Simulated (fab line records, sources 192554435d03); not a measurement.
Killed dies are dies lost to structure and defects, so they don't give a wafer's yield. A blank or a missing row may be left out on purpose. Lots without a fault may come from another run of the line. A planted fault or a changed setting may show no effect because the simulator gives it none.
Which tool did it? | flow n5_finfet | 11 lots, 32 wafers sampled, at 2 steps of a route of 1938

WHAT THE GAUGES READ, wafer by wafer
N5_BEOL_M4_RC_MEAS_101. Usual: DIBL_N 36.5 mV/V, standard deviation 2.1; DIBL_P 36.6 mV/V, standard deviation 2.6; IOFF_N 0.17 nA/um, standard deviation 0.044; IOFF_P 0.21 nA/um, standard deviation 0.048; ION_N 674 uA/um, standard deviation 17; ION_P 462 uA/um, standard deviation 9.5; SS_N 71.6 mV/dec, standard deviation 0.77; SS_P 73.5 mV/dec, standard deviation 0.72; VT_N 250 mV, standard deviation 4.2; VT_P -250 mV, standard deviation 3.9.
lot  | measured     | on        | DIBL_N (mV/V)  | DIBL_P (mV/V)  | IOFF_N (nA/um) | IOFF_P (nA/um) | ION_N (uA/um) | ION_P (uA/um) | SS_N (mV/dec)  | SS_P (mV/dec)  | VT_N (mV)   | VT_P (mV)      | flag
L832 | day 10 01:57 | prober-02 | 33.3 38.8 31.5 | 32.4 39.3 30.2 | 0.09 0.19 0.08 | 0.16 0.26 0.13 | 644 676 636   | 452 469 452   | 70.7 71.5 70.1 | 71.9 74.8 72.3 | 259 250 262 | -254 -247 -256 |
L836 | day 10 20:36 | prober-02 | 34.7 36.8 32.4 | 35.1 38.1 33.0 | 0.13 0.17 0.10 | 0.16 0.21 0.15 | 675 687 657   | 459 468 460   | 70.9 71.0 70.7 | 73.1 73.9 71.7 | 255 249 254 | -254 -252 -254 |
L839 | day 11 10:42 | prober-02 | 35.6 36.0 32.7 | 36.7 35.2 32.9 | 0.16 0.15 0.11 | 0.20 0.17 0.16 | 667 651 653   | 461 445 454   | 71.5 72.3 70.0 | 73.4 73.0 73.2 | 247 253 254 | -250 -253 -254 |
L838 | day 11 17:02 | prober-02 | 35.0 42.0 34.9 | 34.2 43.0 33.9 | 0.13 0.28 0.13 | 0.15 0.29 0.16 | 644 704 676   | 440 470 457   | 71.1 73.0 71.1 | 72.1 74.2 73.0 | 253 241 249 | -258 -251 -253 |
L837 | day 11 21:37 | prober-01 | 39.1 37.9 34.6 | 39.4 39.1 33.8 | 0.21 0.18 0.12 | 0.24 0.23 0.17 | 694 666 664   | 469 461 457   | 72.9 72.4 70.8 | 74.1 73.7 73.6 | 247 250 255 | -248 -251 -254 |
L841 | day 12 06:16 | prober-01 | 37.4 37.1 35.6 | 37.5 36.5 34.6 | 0.16 0.14 0.12 | 0.22 0.21 0.18 | 680 658 665   | 464 465 464   | 71.7 72.3 71.1 | 73.9 73.2 72.7 | 251 254 255 | -249 -248 -251 |
L843 | day 13 12:01 | prober-02 | 37.6 33.3 38.7 | 39.6 33.2 41.4 | 0.18 0.12 0.20 | 0.24 0.15 0.28 | 667 664 664   | 456 453 460   | 72.1 70.7 72.3 | 74.0 72.2 74.4 | 250 253 247 | -249 -255 -250 |
L846 | day 13 12:56 | prober-02 | 35.9 33.9      | 32.5 32.2      | 0.13 0.11      | 0.17 0.17      | 642 643       | 446 449       | 70.9 70.0      | 72.0 71.7      | 254 252     | -252 -249      |
L850 | day 14 05:31 | prober-01 | 36.3 35.3 35.6 | 36.1 36.4 35.6 | 0.14 0.12 0.12 | 0.17 0.16 0.15 | 664 657 648   | 456 451 443   | 72.5 72.1 71.6 | 73.6 72.6 73.0 | 254 256 254 | -256 -257 -259 |
L849 | day 14 11:39 | prober-01 | 36.8 39.7 41.3 | 35.2 40.8 41.4 | 0.14 0.23 0.27 | 0.17 0.27 0.28 | 642 699 686   | 446 477 459   | 71.7 72.2 73.6 | 73.2 73.9 74.2 | 255 247 246 | -254 -245 -251 |
L854 | day 15 13:25 | prober-01 | 34.9 37.3 35.3 | 36.2 38.6 35.4 | 0.12 0.16 0.13 | 0.17 0.21 0.16 | 664 671 666   | 459 469 453   | 71.3 71.8 71.5 | 73.3 74.0 72.8 | 257 252 255 | -256 -251 -258 |

N5_BEOL_M11_OCD_MEAS_38. Usual: trench_depth_nm 148 nm, standard deviation 3.8.
lot  | measured     | on     | trench_depth_nm (nm) | flag
L832 | day 12 12:18 | ocd-01 | 149 148 148          |
L836 | day 13 11:24 | ocd-01 | 143 149 146          |
L839 | day 14 00:19 | ocd-02 | 147 143 141          |
L838 | day 14 18:20 | ocd-01 | 144 148 150          |
L837 | day 14 09:06 | ocd-02 | 150 149 150          |
L841 | day 14 20:02 | ocd-01 | 151 148 147          |
L843 | day 16 02:40 | ocd-02 | 150 145 154          |
L846 | day 16 01:52 | ocd-02 | 151 146              |
L850 | day 17 01:02 | ocd-01 | 149 147 149          |
L849 | day 17 01:10 | ocd-02 | 150 147 146          |
L854 | day 18 11:48 | ocd-01 | 143 149 150          |

WHICH TOOL RAN EACH LOT (tool, then ch and the chambers of the sampled wafers, then the start)
The record holds no process step before these readings.

WHAT THE TOOLS THEMSELVES READ (means of the sampled wafers that have a number; where no wafer has one, the mark that the record gives instead)
The record holds no such reading with a usual standard deviation.

THE ANSWER, worked out from the rows above alone
Rule: a lot is off if the mean of its wafers that have a number lies more than 3 standard deviations from the usual mean. A lot without any number at a reading at which 4 lots or more have one is off too. The other lots that the step has rows for count as sound. The gauges are gone through in route order, then the tools' own readings, and for those a lot's mean is taken as printed above. The first step at which some lot is off is used, and at that step the reading that is off furthest; a lot without a number counts as furthest.
No lot is off at any reading shown: from this, nothing can be told.

WHAT THE SIMULATOR HAD PUT IN
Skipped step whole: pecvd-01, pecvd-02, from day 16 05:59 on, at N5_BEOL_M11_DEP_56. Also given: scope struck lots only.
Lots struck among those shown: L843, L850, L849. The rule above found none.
